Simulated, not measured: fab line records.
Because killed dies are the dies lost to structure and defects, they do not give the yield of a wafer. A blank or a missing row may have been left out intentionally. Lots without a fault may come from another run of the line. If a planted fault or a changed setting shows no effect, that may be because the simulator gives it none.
Chamber matching || flow n5-finfet || N5_BEOL_M11_DEP_56 on pecvd-04 has 3 sister chambers
The step deposits SiCN from 3MS/NH3, target thk 30 nm, time 10.5 s. 3 wafers are shown with their chamber, then 10 later ones without.

## WAFERS PAIRED WITH THEIR CHAMBERS
{"wafer": "L084.6", "chamber": 1, "throttle-valve-pct (%)": 18.1}
{"wafer": "L091.4", "chamber": 0, "throttle-valve-pct (%)": 16.9}
{"wafer": "L091.5", "chamber": 2, "throttle-valve-pct (%)": 17.3}

## WAFERS WITHOUT THEIR CHAMBER
{"wafer": "L091.6", "throttle-valve-pct (%)": 18.5}
{"wafer": "L094.1", "throttle-valve-pct (%)": 18.4}
{"wafer": "L094.3", "throttle-valve-pct (%)": 16.8}
{"wafer": "L094.5", "throttle-valve-pct (%)": 17.3}
{"wafer": "L095.3", "throttle-valve-pct (%)": 18.3}
{"wafer": "L095.4", "throttle-valve-pct (%)": 18.3}
{"wafer": "L095.5", "throttle-valve-pct (%)": 17.3}
{"wafer": "L096.3", "throttle-valve-pct (%)": 17.1}
{"wafer": "L096.5", "throttle-valve-pct (%)": 17.3}
{"wafer": "L096.6", "throttle-valve-pct (%)": 18.2}

## EACH ONE'S CHAMBER
{"wafer": "L091.6", "from the rows above": 1, "in truth": 1}
{"wafer": "L094.1", "from the rows above": 1, "in truth": 1}
{"wafer": "L094.3", "from the rows above": 0, "in truth": 0}
{"wafer": "L094.5", "from the rows above": 2, "in truth": 2}
{"wafer": "L095.3", "from the rows above": 1, "in truth": 1}
{"wafer": "L095.4", "from the rows above": 1, "in truth": 1}
{"wafer": "L095.5", "from the rows above": 2, "in truth": 2}
{"wafer": "L096.3", "from the rows above": "can't be placed: 2 or 0", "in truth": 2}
{"wafer": "L096.5", "from the rows above": 2, "in truth": 2}
{"wafer": "L096.6", "from the rows above": 1, "in truth": 1}
Placed correctly: 9 of 10. Can't be placed from these rows: 1 (the true chamber is among the candidates in 1). Number placed wrongly: 0.
How it was worked out, from the rows above alone: a wafer's distance from a chamber is the root of the sum, over the readings, of the square of ((its reading less the chamber's mean) divided by the reading's scatter). If the next closest chamber is less than 2 further off than the closest, the wafer can't be placed; otherwise it belongs to the closest. The mean given for a chamber averages the wafers shown for that chamber. The scatter: root of mean squared gap, hidden wafer to nearest shown wafer, with one shown wafer a chamber.
